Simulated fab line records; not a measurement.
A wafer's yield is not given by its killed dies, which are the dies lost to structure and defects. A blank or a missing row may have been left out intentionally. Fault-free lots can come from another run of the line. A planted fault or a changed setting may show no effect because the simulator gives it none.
fab line records | flow n5Finfet | part 1 of 2: steps 1 to 23 of 33
record lots=5 | wafers=15 | lastDay=16
route steps=1938 shown BEOL_M8@1379 BEOL_M9@1401
lots untouched by any fault: they come from a run of this same line in which no faults occurred
startH: start of the lot's first displayed wafer, in hours after the record's first day | waitH: how many hours have passed since the lot's step before this one | " the same as in the row above | L1.1+2: several wafers, shown together as one row | - no value, or no start given | * or withheld: withheld | < > ~ a bound
route shown NAME@n: a module of which the file shows steps, and the number in the route of the first | usual: mean and standard deviation over wafers with no fault | same: alike in all rows | chamber/n: place in a boat | sites: each site's reading | _std_site: the values' standard deviation | _edge_site: the outer-site mean with the inner-site mean subtracted | radiusMm: for every site, how far away it sits from the centre of the wafer | mask NAME#n: copy n | behind: tool/chamber where the wafer was last shaped | hold: what put the lot on hold/how long, in hours/how the hold closed | device: which transistor (n, p or np) failed to switch | end of line: tests of these same wafers at the route's end | a step with no rows: only its recipe | killed: dies lost to structure and defects at the first sort, not the wafer's yield | map: a wafer's dies, marking killed ones x, the rest . and places with no die _
set.NAME: the run value of the setting; set.NAME@STEP: its run value at that earlier step | model.NAME: the simulator's own value behind a step, which no gauge read
lots seen at some steps along the route; tables by step, rows by wafer
services: when a tool's chamber went out of use (startH, in hours from the record's first day, below 0 if earlier), for how many hours, and the reason
## steps
# step N5_BEOL_M8_STRIP_80
# recipe chemistry=N2/H2 | timeS=10 | powerW=450 | tempC=40 | pressureMtorr=20 | rfFrequencyHz=6e+07 | biasPowerW=7 | n2FlowSccm=200 | h2FlowSccm=200
# usual drypumpMotorCurrentA=5.9/0.4 | oesProductAu=0.82/0.11 | rfVppV=59.0/0.89 | showerheadPlenumPTorr=2.50/0.077 | throttleValvePct=23.50/0.21
lot.wafer | tool       | chamber | startH | waitH | drypumpMotorCurrentA | oesProductAu | rfHoursCounterH | rfVppV | showerheadPlenumPTorr | throttleValvePct
L074.1    | rieDiel-02 | 0       | -      | -     | 6.3                  | 0.74         | 159             | 58.4   | 2.33                  | 23.63
L074.4    | "          | 2       | "      | "     | 5.8                  | 0.99         | 1               | 59.1   | 2.48                  | 23.55
L074.5    | "          | 1       | "      | "     | 5.4                  | 0.72         | -               | 58.9   | 2.64                  | 23.69
L078.1    | rieDiel-02 | 2       | -      | -     | 5.8                  | 0.93         | 10              | 58.4   | 2.48                  | 23.57
L078.3    | "          | 3       | "      | "     | 6.0                  | 0.82         | 68              | 60.2   | 2.45                  | 23.55
L078.5    | "          | 1       | "      | "     | 5.4                  | 0.71         | -               | 58.3   | 2.64                  | 23.71
L079.1    | rieDiel-02 | 3       | -      | -     | 6.0                  | 0.81         | 74              | 58.8   | 2.45                  | 23.56
L079.4    | "          | 2       | "      | "     | 5.8                  | 0.92         | 17              | 59.5   | 2.47                  | 23.59
L079.5    | "          | 2       | "      | "     | 5.8                  | 0.91         | -               | 60.1   | 2.47                  | 23.58
L084.3    | rieDiel-03 | 1       | -      | -     | 6.3                  | 0.75         | 154             | 59.0   | 2.52                  | 23.52
L084.5    | "          | 2       | "      | "     | 5.4                  | 0.94         | -               | 57.8   | 2.47                  | 23.28
L084.6    | "          | 0       | "      | "     | 6.3                  | 0.97         | -               | 58.9   | 2.49                  | 23.33
L091.2    | rieDiel-05 | 1       | -      | -     | 5.2                  | 0.99         | 5               | 61.0   | 2.60                  | 23.48
L091.4    | "          | 1       | "      | "     | 5.2                  | 0.99         | -               | 61.0   | 2.60                  | 23.48
L091.6    | "          | 0       | "      | "     | 5.7                  | 0.97         | -               | 59.2   | 2.59                  | 23.13
# step N5_BEOL_M8_OCD_MEAS_38
# usual trenchDepthNm=94.2/1.6
lot.wafer | tool   | chamber | startH | waitH | trenchDepthNm
L074.1    | ocd-02 | -       | 209.72 | -     | 94.6
L074.4    | "      | -       | "      | "     | 95.3
L074.5    | "      | -       | "      | "     | 91.9
L078.1    | ocd-01 | -       | 233.87 | -     | 95.2
L078.3    | "      | -       | "      | "     | 94.1
L078.5    | "      | -       | "      | "     | 93.0
L079.1    | ocd-01 | -       | 252.81 | -     | 94.2
L079.4    | "      | -       | "      | "     | 95.3
L079.5    | "      | -       | "      | "     | 94.6
L084.3    | ocd-02 | -       | 275.53 | -     | 91.9
L084.5    | "      | -       | "      | "     | 95.0
L084.6    | "      | -       | "      | "     | 94.6
L091.2    | ocd-02 | -       | 306.30 | -     | 96.4
L091.4    | "      | -       | "      | "     | 96.7
L091.6    | "      | -       | "      | "     | 95.7
# step N5_BEOL_M8_HM_STRIP_39
# recipe chemistry=peroxideTinStrip | material=TiN | targetDepthA=250 | tempC=50 | timeS=158
# usual bathGuardTempC=50.1/0.66
lot.wafer | tool        | chamber | startH | waitH | bathGuardTempC
L074.1    | wetBench-01 | 5       | 209.75 | 0.0   | 49.4
L074.4    | "           | 2       | "      | "     | 51.0
L074.5    | "           | 1       | "      | "     | 49.3
L078.1    | wetBench-06 | 0       | 233.90 | 0.0   | 50.6
L078.3    | "           | 3       | "      | "     | 51.6
L078.5    | "           | 1       | "      | "     | 49.6
L079.1    | wetBench-06 | 6       | 252.85 | 0.0   | 50.3
L079.4    | "           | 3       | "      | "     | 51.7
L079.5    | "           | 5       | "      | "     | 48.9
L084.3    | wetBench-03 | 4       | 275.56 | 0.0   | 49.2
L084.5    | "           | 6       | "      | "     | 50.8
L084.6    | "           | 0       | "      | "     | 50.1
L091.2    | wetBench-01 | 5       | 306.33 | 0.0   | 49.0
L091.4    | "           | 7       | "      | "     | 50.5
L091.6    | "           | 3       | "      | "     | 50.1
# step N5_BEOL_M8_SRD_40
# recipe timeS=30 | tempC=23 | rinseLiquid=diw | dry=ipaMarangoni
lot.wafer  | tool        | chamber | startH | waitH
L074.1+4+5 | wetBench-01 | 5,2,1   | 209.80 | 0.0
L078.1+3+5 | wetBench-06 | 0,3,1   | 233.95 | 0.0
L079.1+4+5 | wetBench-06 | 6,3,5   | 252.89 | 0.0
L084.3+5+6 | wetBench-03 | 4,6,0   | 275.61 | 0.0
L091.2+4+6 | wetBench-01 | 5,7,3   | 306.39 | 0.0
# step N5_BEOL_M8_PRECLEAN_42
# recipe chemistry=residueRemover | timeS=60 | tempC=40
# usual bathGuardTempC=40.0/0.65
lot.wafer | tool        | chamber | startH | waitH | bathGuardTempC
L074.1    | wetBench-01 | 5       | 209.82 | 0.0   | 39.6
L074.4    | "           | 2       | "      | "     | 40.2
L074.5    | "           | 1       | "      | "     | 39.2
L078.1    | wetBench-06 | 0       | 233.96 | 0.0   | 40.5
L078.3    | "           | 3       | "      | "     | 41.8
L078.5    | "           | 1       | "      | "     | 39.6
L079.1    | wetBench-06 | 6       | 252.91 | 0.0   | 40.4
L079.4    | "           | 3       | "      | "     | 41.4
L079.5    | "           | 5       | "      | "     | 38.9
L084.3    | wetBench-03 | 4       | 275.62 | 0.0   | 39.3
L084.5    | "           | 6       | "      | "     | 41.1
L084.6    | "           | 0       | "      | "     | 40.2
L091.2    | wetBench-01 | 5       | 306.40 | 0.0   | 39.0
L091.4    | "           | 7       | "      | "     | 40.6
L091.6    | "           | 3       | "      | "     | 40.1
# step N5_BEOL_M8_SRD_43
# recipe timeS=30 | tempC=23 | rinseLiquid=diw | dry=ipaMarangoni
lot.wafer  | tool        | chamber | startH | waitH
L074.1+4+5 | wetBench-01 | 5,2,1   | 209.84 | 0.0
L078.1+3+5 | wetBench-06 | 0,3,1   | 233.98 | 0.0
L079.1+4+5 | wetBench-06 | 6,3,5   | 252.93 | 0.0
L084.3+5+6 | wetBench-03 | 4,6,0   | 275.64 | 0.0
L091.2+4+6 | wetBench-01 | 5,7,3   | 306.42 | 0.0
# step N5_BEOL_M8_CD_MEAS_35
# recipe targetCdNm=40 | polarity=opening
# usual cdNm=40.1/0.54
lot.wafer | tool     | chamber | startH | waitH | cdNm
L074.1    | cdSem-01 | -       | 209.88 | 0.0   | 40.0
L074.4    | "        | -       | "      | "     | 40.0
L074.5    | "        | -       | "      | "     | 39.8
L078.1    | cdSem-01 | -       | 234.02 | 0.0   | 39.4
L078.3    | "        | -       | "      | "     | 39.7
L078.5    | "        | -       | "      | "     | 39.7
L079.1    | cdSem-03 | -       | 252.97 | 0.0   | 40.6
L079.4    | "        | -       | "      | "     | 40.4
L079.5    | "        | -       | "      | "     | 40.5
L084.3    | cdSem-02 | -       | 275.68 | 0.0   | 40.9
L084.5    | "        | -       | "      | "     | 41.0
L084.6    | "        | -       | "      | "     | 39.3
L091.2    | cdSem-03 | -       | 306.47 | 0.0   | 39.1
L091.4    | "        | -       | "      | "     | 40.5
L091.6    | "        | -       | "      | "     | 40.5
# step N5_BEOL_M8_CURE_75
# recipe tempC=370 | timeS=120 | ambient=DMADMS/He | material=SiCOH_lowk
# usual lampPowerPct=52.30/0.054 | wafer_temp_C_max=372.2/0.88
lot.wafer | tool      | chamber | startH | waitH | lampPowerPct | wafer_temp_C_max
L074.1    | uvCure-02 | 2       | 209.92 | 0.0   | 52.28        | 373.2
L074.4    | "         | 2       | "      | "     | 52.38        | 373.6
L074.5    | "         | 2       | "      | "     | 52.33        | 375.0
L078.1    | uvCure-02 | 0       | 234.06 | 0.0   | 52.35        | 371.8
L078.3    | "         | 0       | "      | "     | 52.32        | 371.4
L078.5    | "         | 0       | "      | "     | 52.23        | 371.6
L079.1    | uvCure-03 | 2       | 253.01 | 0.0   | 52.36        | 372.6
L079.4    | "         | 2       | "      | "     | 52.27        | 373.1
L079.5    | "         | 2       | "      | "     | 52.27        | 372.6
L084.3    | uvCure-02 | 2       | 275.82 | 0.1   | 52.29        | 373.2
L084.5    | "         | 2       | "      | "     | 52.27        | 373.4
L084.6    | "         | 2       | "      | "     | 52.28        | 372.6
L091.2    | uvCure-03 | 0       | 306.67 | 0.2   | 52.34        | 372.3
L091.4    | "         | 0       | "      | "     | 52.34        | 373.3
L091.6    | "         | 0       | "      | "     | 52.34        | 372.3
# step N5_BEOL_M8_DEGAS_44
# recipe ambient=vacuum | tempC=250 | timeS=60
# usual heaterPowerW=333/41
lot.wafer | tool          | chamber | startH | waitH | heaterPowerW
L074.1    | pvdSputter-01 | -       | 211.20 | 1.2   | 390
L074.4    | "             | -       | "      | "     | 363
L074.5    | "             | -       | "      | "     | 277
L078.1    | pvdSputter-01 | -       | 234.38 | 0.3   | 283
L078.3    | "             | -       | "      | "     | 348
L078.5    | "             | -       | "      | "     | 374
L079.1    | pvdSputter-03 | -       | 253.46 | 0.4   | 353
L079.4    | "             | -       | "      | "     | 375
L079.5    | "             | -       | "      | "     | 371
L084.3    | pvdSputter-02 | -       | 277.68 | 1.8   | 312
L084.5    | "             | -       | "      | "     | 309
L084.6    | "             | -       | "      | "     | 262
L091.2    | pvdSputter-01 | -       | 307.00 | 0.3   | 359
L091.4    | "             | -       | "      | "     | 383
L091.6    | "             | -       | "      | "     | 276
# step N5_BEOL_M8_PRE_CLEAN_45
# recipe gas=H2/He | timeS=30 | tempC=250
# usual heaterPowerW=333/42
lot.wafer | tool          | chamber | startH | waitH | heaterPowerW
L074.1    | pvdSputter-01 | -       | 211.24 | 0.0   | 391
L074.4    | "             | -       | "      | "     | 351
L074.5    | "             | -       | "      | "     | 280
L078.1    | pvdSputter-01 | -       | 234.42 | 0.0   | 281
L078.3    | "             | -       | "      | "     | 362
L078.5    | "             | -       | "      | "     | 381
L079.1    | pvdSputter-03 | -       | 253.50 | 0.0   | 354
L079.4    | "             | -       | "      | "     | 374
L079.5    | "             | -       | "      | "     | 374
L084.3    | pvdSputter-02 | -       | 277.72 | 0.0   | 300
L084.5    | "             | -       | "      | "     | 305
L084.6    | "             | -       | "      | "     | 258
L091.2    | pvdSputter-01 | -       | 307.04 | 0.0   | 350
L091.4    | "             | -       | "      | "     | 389
L091.6    | "             | -       | "      | "     | 276
# step N5_BEOL_M8_ALD_77
# recipe material=TaN | targetThkA=20 | tempC=275 | aldPrecursorFamily=PDMAT | aldCoReactant=NH3 | pressureTorr=3 | carrierFlowSccm=1500 | pulseTimeS=2 | purgeTimeS=3 | coReactantPurgeTimeS=2 | coReactantPulseTimeS=3 | aldCycles=40 | precursorVesselTempC=75 | precursorVesselPressureTorr=26.25 | precursorVesselCarrierSccm=1000
# usual heaterPowerW=418/44
lot.wafer | tool        | chamber | startH | waitH | heaterPowerW
L074.1    | aldMetal-01 | 3       | 211.30 | 0.0   | 379
L074.4    | "           | 2       | "      | "     | 417
L074.5    | "           | 0       | "      | "     | 425
L078.1    | aldMetal-01 | 3       | 234.48 | 0.0   | 377
L078.3    | "           | 2       | "      | "     | 421
L078.5    | "           | 3       | "      | "     | 381
L079.1    | aldMetal-03 | 1       | 253.58 | 0.1   | 388
L079.4    | "           | 2       | "      | "     | 444
L079.5    | "           | 1       | "      | "     | 387
L084.3    | aldMetal-03 | 0       | 277.78 | 0.0   | 368
L084.5    | "           | 1       | "      | "     | 391
L084.6    | "           | 0       | "      | "     | 362
L091.2    | aldMetal-02 | 1       | 307.13 | 0.1   | 429
L091.4    | "           | 0       | "      | "     | 414
L091.6    | "           | 2       | "      | "     | 479
# step N5_BEOL_M8_SURFACE_TREAT_79
# recipe gas=Ar | timeS=* | ionEnergyEv=* | ionCurrentMaCm2=0.5 | pressureMtorr=* | arFlowSccm=30
# usual throttleValvePct=*
lot.wafer | tool          | chamber | startH | waitH | throttleValvePct
L074.1    | pvdSputter-03 | -       | 211.64 | 0.2   | *
L074.4    | "             | -       | "      | "     | *
L074.5    | "             | -       | "      | "     | *
L078.1    | pvdSputter-02 | -       | 234.77 | 0.2   | *
L078.3    | "             | -       | "      | "     | *
L078.5    | "             | -       | "      | "     | *
L079.1    | pvdSputter-02 | -       | 253.94 | 0.2   | *
L079.4    | "             | -       | "      | "     | *
L079.5    | "             | -       | "      | "     | *
L084.3    | pvdSputter-02 | -       | 278.12 | 0.2   | *
L084.5    | "             | -       | "      | "     | *
L084.6    | "             | -       | "      | "     | *
L091.2    | pvdSputter-03 | -       | 307.47 | 0.2   | *
L091.4    | "             | -       | "      | "     | *
L091.6    | "             | -       | "      | "     | *
# step N5_BEOL_M8_CVD_78
# recipe material=Co | targetThkA=20 | tempC=withheld | precursor=CCTBA/H2 | pressureTorr=30 | timeS=142.3
lot.wafer  | tool     | chamber | startH | waitH
L074.1+4+5 | cvdCo-02 | 1,1,0   | 211.72 | 0.1
L078.1+3+5 | cvdCo-02 | 0,2,2   | 234.84 | 0.1
L079.1+4+5 | cvdCo-02 | 0,0,1   | 254.00 | 0.0
L084.3+5+6 | cvdCo-01 | 1,1,2   | 278.50 | 0.4
L091.2+4+6 | cvdCo-02 | 2,1,0   | 307.53 | 0.0
# step N5_BEOL_M8_SPUTTER_48
# recipe material=Cu | targetThkA=100 | tempC=-20 | biasV=60 | powerW=26000 | chamberPressurePa=0.13 | timeS=1.667
# usual biasV=60.0/0.62 | throttleValvePct=29.8/1.2
lot.wafer | tool          | chamber | startH | waitH | biasV | throttleValvePct
L074.1    | pvdSputter-03 | -       | 211.92 | 0.2   | 59.8  | 28.1
L074.4    | "             | -       | "      | "     | 59.7  | 29.1
L074.5    | "             | -       | "      | "     | 60.6  | 30.7
L078.1    | pvdSputter-01 | -       | 235.11 | 0.2   | 60.2  | 27.5
L078.3    | "             | -       | "      | "     | 60.8  | 31.3
L078.5    | "             | -       | "      | "     | 60.1  | 27.7
L079.1    | pvdSputter-02 | -       | 254.12 | 0.1   | 60.8  | 29.7
L079.4    | "             | -       | "      | "     | 60.5  | 28.4
L079.5    | "             | -       | "      | "     | 59.1  | 31.0
L084.3    | pvdSputter-02 | -       | 278.62 | 0.1   | 60.1  | 28.3
L084.5    | "             | -       | "      | "     | 59.9  | 28.4
L084.6    | "             | -       | "      | "     | 60.5  | 29.4
L091.2    | pvdSputter-02 | -       | 307.80 | 0.2   | 59.6  | 31.2
L091.4    | "             | -       | "      | "     | 59.3  | 31.2
L091.6    | "             | -       | "      | "     | 59.3  | 31.0
# step N5_BEOL_M8_ECD_50
# recipe material=Cu | targetThkA=3000
lot.wafer  | tool     | chamber | startH | waitH
L074.1+4+5 | ecdCu-02 | 0,1,1   | 212.04 | 0.1
L078.1+3+5 | ecdCu-02 | 1       | 235.22 | 0.1
L079.1+4+5 | ecdCu-01 | 0       | 254.23 | 0.1
L084.3+5+6 | ecdCu-01 | 1,0,1   | 278.76 | 0.1
L091.2+4+6 | ecdCu-02 | 1,0,0   | 307.92 | 0.1
# step N5_BEOL_M8_ANNEAL_51
# recipe tempC=225 | timeS=90 | ambient=N2
# usual annealTempCMax=226.16/0.3 | wafer_temp_C_max=225.7/0.3
lot.wafer | tool         | chamber | startH | waitH | annealTempCMax | wafer_temp_C_max
L074.1    | rtpAnneal-01 | 0       | 215.56 | 3.5   | 225.93         | 225.8
L074.4    | "            | 0       | "      | "     | 225.98         | 225.4
L074.5    | "            | 0       | "      | "     | 226.14         | 225.4
L078.1    | rtpAnneal-01 | 0       | 239.32 | 4.1   | 226.20         | 225.7
L078.3    | "            | 0       | "      | "     | 225.83         | 225.2
L078.5    | "            | 0       | "      | "     | 226.27         | 225.5
L079.1    | rtpAnneal-02 | 0       | 254.33 | 0.1   | 225.40         | 225.5
L079.4    | "            | 0       | "      | "     | 226.14         | 225.4
L079.5    | "            | 0       | "      | "     | 226.37         | 225.7
L084.3    | rtpAnneal-02 | 0       | 278.92 | 0.1   | 226.36         | 226.0
L084.5    | "            | 0       | "      | "     | 226.05         | 225.9
L084.6    | "            | 0       | "      | "     | 226.12         | 225.6
L091.2    | rtpAnneal-01 | 0       | 308.65 | 0.7   | 226.48         | 225.5
L091.4    | "            | 0       | "      | "     | 226.53         | 225.4
L091.6    | "            | 0       | "      | "     | 226.04         | 225.4
# step N5_BEOL_M8_CMP_52
# recipe stopOn=SiCOH_lowk | tOverpolishS=6.9 | downForcePsi=1 | platenRpm=50 | clearingPlatenDownForcePsi=1.5 | clearingPlatenRpm=50 | postCmpClean=cuAlkaline | targetThkNm=80 | clearingPlatenPadVelocityMS=0.99484 | padVelocityMS=0.99484
# usual barrierFieldEndpointS=28.8/0.67 | clearingPlatenDownForcePsi=1.500/0.003 | motorCurrentA=6.2/0.58 | overpolishRunS=6.901/0.0091 | slurryFilterDpKPa=13.51/0.15 | timeToEndpointS=62.0/2.5
lot.wafer | tool   | chamber | startH | waitH | barrierFieldEndpointS | clearingPlatenDownForcePsi | motorCurrentA | overpolishRunS | slurryFilterDpKPa | timeToEndpointS
L074.1    | cmp-03 | 1       | 215.86 | 0.3   | 29.2                  | 1.500                      | 6.6           | 6.902          | 13.36             | 61.5
L074.4    | "      | 3       | "      | "     | 29.9                  | 1.504                      | 7.2           | 6.896          | 13.44             | 64.1
L074.5    | "      | 1       | "      | "     | 30.2                  | 1.501                      | 6.5           | 6.901          | 13.67             | 64.6
L078.3    | cmp-04 | 1       | 239.62 | 0.2   | 28.9                  | 1.501                      | 7.2           | 6.901          | 13.55             | 65.3
L078.1    | "      | 0       | "      | "     | 28.7                  | 1.499                      | 6.6           | 6.896          | 13.25             | 67.5
L078.5    | "      | 1       | "      | "     | 28.8                  | 1.501                      | 7.2           | 6.905          | 13.43             | 64.4
L079.4    | cmp-04 | 0       | 254.70 | 0.2   | 28.6                  | 1.501                      | 6.3           | 6.912          | 13.65             | 61.8
L079.1    | "      | 1       | "      | "     | 28.8                  | 1.502                      | 7.4           | 6.894          | 13.76             | 59.8
L079.5    | "      | 2       | "      | "     | 28.9                  | 1.504                      | 7.0           | 6.907          | 13.41             | 61.1
L084.3    | cmp-03 | 1       | 279.13 | 0.2   | 29.6                  | 1.501                      | 6.8           | 6.892          | 13.60             | 65.4
L084.6    | "      | 1       | "      | "     | 29.0                  | 1.496                      | 6.7           | 6.895          | 13.46             | 62.9
L084.5    | "      | 2       | "      | "     | 28.7                  | 1.502                      | 6.1           | 6.895          | 13.42             | 63.7
L091.2    | cmp-01 | 2       | 309.31 | 0.6   | 29.4                  | 1.497                      | 6.2           | 6.899          | 13.64             | 58.3
L091.4    | "      | 3       | "      | "     | 28.3                  | 1.502                      | 5.8           | 6.904          | 13.56             | 58.9
L091.6    | "      | 1       | "      | "     | 29.6                  | 1.500                      | 6.1           | 6.908          | 13.63             | 63.7
# step N5_BEOL_M8_THK_MEAS_53
# recipe thkMeasGauge=xrf | reads=Cu_of_BEOL_M8_ECD_50
# usual M8_THK=80.2/2
lot.wafer | tool         | chamber | startH | waitH | M8_THK[nm]
L074.1    | filmMetro-02 | -       | 216.15 | -     | 79.2
L074.4    | "            | -       | "      | "     | 79.4
L074.5    | "            | -       | "      | "     | 77.4
L078.1    | filmMetro-01 | -       | 239.91 | -     | 82.3
L078.3    | "            | -       | "      | "     | 81.4
L078.5    | "            | -       | "      | "     | 78.8
L079.1    | filmMetro-01 | -       | 254.92 | -     | 80.4
L079.4    | "            | -       | "      | "     | 82.4
L079.5    | "            | -       | "      | "     | 82.6
L084.3    | filmMetro-02 | -       | 279.42 | -     | 77.7
L084.5    | "            | -       | "      | "     | 79.0
L084.6    | "            | -       | "      | "     | 80.5
L091.2    | filmMetro-02 | -       | 309.56 | -     | 80.0
L091.4    | "            | -       | "      | "     | 81.6
L091.6    | "            | -       | "      | "     | 79.6
# step N5_BEOL_M8_PRE_CLEAN_55
# recipe gas=NH3 | timeS=15 | tempC=withheld | rfPowerW=300
# usual rfFwdPowerW=294.7/1.7
lot.wafer | tool     | chamber | startH | waitH | rfFwdPowerW
L074.1    | pecvd-01 | 1       | 216.19 | 0.0   | 293.0
L074.4    | "        | 0       | "      | "     | 293.3
L074.5    | "        | 1       | "      | "     | 293.3
L078.1    | pecvd-03 | 0       | 239.95 | 0.0   | 296.2
L078.3    | "        | 1       | "      | "     | 295.6
L078.5    | "        | 1       | "      | "     | 295.9
L079.1    | pecvd-03 | 2       | 254.96 | 0.0   | 297.9
L079.4    | "        | 2       | "      | "     | 297.2
L079.5    | "        | 1       | "      | "     | 294.6
L084.3    | pecvd-03 | 0       | 279.46 | 0.0   | 294.3
L084.5    | "        | 0       | "      | "     | 295.4
L084.6    | "        | 1       | "      | "     | 294.7
L091.2    | pecvd-01 | 0       | 309.60 | 0.0   | 292.0
L091.4    | "        | 2       | "      | "     | 297.1
L091.6    | "        | 1       | "      | "     | 294.1
# step N5_BEOL_M8_DEP_56
# recipe material=SiCN | targetThkA=100 | tempC=withheld | precursor=3MS/NH3 | pressureTorr=3 | rfW=202 | timeS=17.5
# usual rfFwdPowerW=199.5/0.94 | showerheadPlenumPTorr=3.661/0.017 | throttleValvePct=8.9/0.54
lot.wafer | tool     | chamber | startH | waitH | rfFwdPowerW | showerheadPlenumPTorr | throttleValvePct
L074.1    | pecvd-01 | 1       | 216.23 | 0.0   | 199.1       | 3.637                 | 8.7
L074.4    | "        | 0       | "      | "     | 198.2       | 3.651                 | 8.1
L074.5    | "        | 1       | "      | "     | 199.5       | 3.650                 | 8.6
L078.1    | pecvd-03 | 0       | 239.99 | 0.0   | 199.6       | 3.691                 | 10.0
L078.3    | "        | 1       | "      | "     | 198.7       | 3.692                 | 8.4
L078.5    | "        | 1       | "      | "     | 199.6       | 3.674                 | 8.3
L079.1    | pecvd-03 | 2       | 254.98 | 0.0   | 200.5       | 3.652                 | 9.0
L079.4    | "        | 2       | "      | "     | 201.0       | 3.642                 | 8.9
L079.5    | "        | 1       | "      | "     | 198.7       | 3.689                 | 8.7
L084.3    | pecvd-03 | 0       | 279.49 | 0.0   | 198.9       | 3.682                 | 9.6
L084.5    | "        | 0       | "      | "     | 199.4       | 3.690                 | 9.8
L084.6    | "        | 1       | "      | "     | 199.9       | 3.679                 | 8.6
L091.2    | pecvd-01 | 0       | 309.62 | 0.0   | 199.3       | 3.631                 | 8.4
L091.4    | "        | 2       | "      | "     | 201.0       | 3.666                 | 8.4
L091.6    | "        | 1       | "      | "     | 197.9       | 3.646                 | 8.7
# step N5_BEOL_M8_RS_MEAS_57
# recipe thkMeasGauge=four-point-probe | reads=Cu_of_BEOL_M8_ECD_50+Co_of_BEOL_M8_CVD_78+TaN_of_BEOL_M8_ALD_77
# usual M8_RS=0.282/0.0079
lot.wafer | tool         | chamber | startH | waitH | M8_RS[ohm/sq]
L074.1    | filmMetro-02 | -       | 216.31 | 0.1   | 0.283
L074.4    | "            | -       | "      | "     | 0.280
L074.5    | "            | -       | "      | "     | 0.291
L078.1    | filmMetro-01 | -       | 240.07 | 0.1   | 0.274
L078.3    | "            | -       | "      | "     | 0.277
L078.5    | "            | -       | "      | "     | 0.287
L079.1    | filmMetro-01 | -       | 255.05 | 0.1   | 0.284
L079.4    | "            | -       | "      | "     | 0.276
L079.5    | "            | -       | "      | "     | 0.275
L084.3    | filmMetro-01 | -       | 279.56 | 0.1   | 0.293
L084.5    | "            | -       | "      | "     | 0.285
L084.6    | "            | -       | "      | "     | 0.280
L091.2    | filmMetro-02 | -       | 309.69 | 0.1   | 0.282
L091.4    | "            | -       | "      | "     | 0.275
L091.6    | "            | -       | "      | "     | 0.284
# step N5_BEOL_M8_INSPECT_58
# recipe inspectInstrument=darkfield | mode=postDep
# usual rawDefectCount=71/22
lot.wafer | tool             | chamber | startH | waitH | rawDefectCount
L074.1    | defectInspect-02 | -       | 216.34 | 0.0   | 75
L074.4    | "                | -       | "      | "     | 66
L074.5    | "                | -       | "      | "     | 86
L078.1    | defectInspect-02 | -       | 240.10 | 0.0   | 54
L078.3    | "                | -       | "      | "     | 58
L078.5    | "                | -       | "      | "     | 50
L079.1    | defectInspect-02 | -       | 255.07 | 0.0   | 74
L079.4    | "                | -       | "      | "     | 60
L079.5    | "                | -       | "      | "     | 81
L084.3    | defectInspect-02 | -       | 279.58 | 0.0   | 69
L084.5    | "                | -       | "      | "     | 70
L084.6    | "                | -       | "      | "     | 104
L091.2    | defectInspect-02 | -       | 309.72 | 0.0   | 46
L091.4    | "                | -       | "      | "     | 96
L091.6    | "                | -       | "      | "     | 54
# step N5_BEOL_M9_ILD_DEP_00
# recipe material=SiCOH_lowk | targetThkA=3085.1 | tempC=300 | precursor=DEMS/porogen | pressureTorr=5 | rfW=500 | timeS=58
# usual heaterPowerW=296/46 | rfFwdPowerW=496.1/1.9 | showerheadPlenumPTorr=5.739/0.019 | throttleValvePct=13.5/0.83
lot.wafer | tool     | chamber | startH | waitH | heaterPowerW | rfFwdPowerW | showerheadPlenumPTorr | throttleValvePct
L074.1    | pecvd-01 | 1       | 216.37 | 0.0   | 296          | 495.2       | 5.726                 | 13.4
L074.4    | "        | 1       | "      | "     | 304          | 495.8       | 5.699                 | 13.5
L074.5    | "        | 0       | "      | "     | 349          | 492.3       | 5.716                 | 12.4
L078.1    | pecvd-03 | 1       | 240.13 | 0.0   | 234          | 493.9       | 5.763                 | 13.2
L078.3    | "        | 0       | "      | "     | 342          | 495.8       | 5.775                 | 15.0
L078.5    | "        | 1       | "      | "     | 257          | 496.8       | 5.769                 | 12.7
L079.1    | pecvd-04 | 1       | 255.11 | 0.0   | 259          | 497.6       | 5.738                 | 14.5
L079.4    | "        | 1       | "      | "     | 263          | 497.6       | 5.769                 | 14.5
L079.5    | "        | 2       | "      | "     | 265          | 495.4       | 5.741                 | 12.6
L084.3    | pecvd-04 | 1       | 279.62 | 0.0   | 239          | 496.9       | 5.766                 | 14.5
L084.5    | "        | 2       | "      | "     | 245          | 494.7       | 5.747                 | 12.9
L084.6    | "        | 1       | "      | "     | 257          | 494.7       | 5.754                 | 14.6
L091.2    | pecvd-03 | 1       | 309.76 | 0.0   | 253          | 493.6       | 5.736                 | 13.2
L091.4    | "        | 2       | "      | "     | 234          | 496.7       | 5.724                 | 13.8
L091.6    | "        | 0       | "      | "     | 338          | 497.7       | 5.762                 | 15.0
